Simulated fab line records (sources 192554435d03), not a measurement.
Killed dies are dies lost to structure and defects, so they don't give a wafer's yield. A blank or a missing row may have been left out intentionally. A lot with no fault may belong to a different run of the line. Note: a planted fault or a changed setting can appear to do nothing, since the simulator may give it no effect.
Comparing a struck lot with a sound one :: flow n5 finfet :: 14 steps out of a route of 1938
Sound: the wafers L308.1, L308.3, L308.6. Struck: wafers L317.1, L317.6. (L317.4 of the same lot was not struck and is left out.) The cause comes at the end.
Each step with rows lists, per side, the tool, then ch with its chambers, then its first start. Under that, the readings that differ: sound wafers :: struck wafers :: difference of the means :: sigmas: that difference in standard deviations of wafers without a fault.
alike: readings with means less than 2 such deviations apart, plus words and numbers identical on both sides. not compared: withheld readings, readings lacking a value on some wafer, bounds such as >300 that could conceal the same value, and numbers that have no deviation in the record and whose values overlap.
The two part at a step that has a row with sigmas, a row that says differs or no value, or rows on one side only. Numbers that have no deviation but don't overlap get no sigmas and don't part them. A reading that every wafer of one side lacks parts them only if that side has two wafers or more.

first, 4 steps without rows for these wafers: N5_BEOL_M11_SOFTBAKE_06 (time 60 s); N5_BEOL_M11_EXPOSE_08 (exposes mask M11); N5_BEOL_M11_PEB_09 (peb time 60 s); N5_BEOL_M11_DEVELOP_10 (develop time 30 s).
N5_BEOL_M11_CD_MEAS_11: the cd target is 64.1 nm.
  sound on cd sem-01 ch 0, day 14 04:37; struck on cd sem-01 ch 0, day 15 10:49
  alike: cd nm
N5_BEOL_M11_OVL_MEAS_12:
  sound on overlay-02 ch 0, day 14 04:38; struck on overlay-02 ch 0, day 15 10:51
  alike: M11_OVL
N5_BEOL_M11_INSPECT_13: inspects for defects (brightfield).
  sound on defect inspect-02 at day 14 04:40; struck on defect inspect-01 at day 15 10:52
  alike: raw defect count
N5_BEOL_M11_DESCUM_16: chemistry O2, time 7.9 s.
  sound on rie diel-04 ch 0,2,3, day 14 04:43; struck on rie diel-06 ch 2,3, day 15 10:54
  alike: drypump motor current A, oes product au, rf vpp V, showerhead plenum p Torr, temp c, throttle valve pct
  not compared: rf hours counter h
N5_BEOL_M11_ETCH_61: etches SiARC in CF4, target depth 39 nm, time 65 s.
  sound on rie diel-04 ch 0,2,3, day 14 04:46; struck on rie diel-06 ch 2,3, day 15 10:56
  alike: drypump motor current A, etch rf on time s, oes product au, rf vpp V, showerhead plenum p Torr, throttle valve pct
  not compared: rf hours counter h
N5_BEOL_M11_ETCH_62: etches SOC in N2/H2, target depth 110 nm, overetch 22 nm, time 165 s.
  sound on rie diel-04 ch 0,2,3, day 14 04:49; struck on rie diel-06 ch 2,3, day 15 10:59
  alike: drypump motor current A, oes product au, rf vpp V, showerhead plenum p Torr, temp c, throttle valve pct
  not compared: rf hours counter h
then, 1 step without rows for these wafers: N5_BEOL_M11_STRIP_68 (strips in N2/H2).
N5_BEOL_M11_STRIP_67: strips in CF4.
  sound on rie diel-04 ch 0,2,3, day 14 04:57; struck on rie diel-06 ch 2,3, day 15 11:08
  alike: drypump motor current A, oes product au, power w, rf vpp V, showerhead plenum p Torr, throttle valve pct
  not compared: rf hours counter h
N5_BEOL_M11_HM_OPEN_17: chemistry Cl2/BCl3, target TiN, target depth 20 nm, overetch 6 nm.
  sound on rie metal-03 ch 1, day 14 04:59; struck on rie metal-03 ch 0,1, day 15 11:11
reading: model.SOC_of_BEOL_M11_COAT_59.thk nm (nm)
sound: 92 92.2 92.4
struck: 93.4 93.6
difference: +1.3
sigmas: 
  alike: drypump motor current A, oes product au, throttle valve pct
  not compared: rf hours counter h
N5_BEOL_M11_STRIP_19: strips in O2.
  sound on rie diel-02 ch 2,3, day 14 05:07; struck on rie diel-02 ch 0, day 15 11:20
reading: drypump motor current A (A)
sound: 5.33 5.61 5.31
struck: 6.10 6.09
difference: +0.68
sigmas: +3
  alike: oes product au, rf vpp V, showerhead plenum p Torr, temp c, throttle valve pct
  not compared: rf hours counter h

WHERE THEY PART
Only at N5_BEOL_M11_STRIP_19, as far as this record shows.

WHY: what had been put in by the simulator
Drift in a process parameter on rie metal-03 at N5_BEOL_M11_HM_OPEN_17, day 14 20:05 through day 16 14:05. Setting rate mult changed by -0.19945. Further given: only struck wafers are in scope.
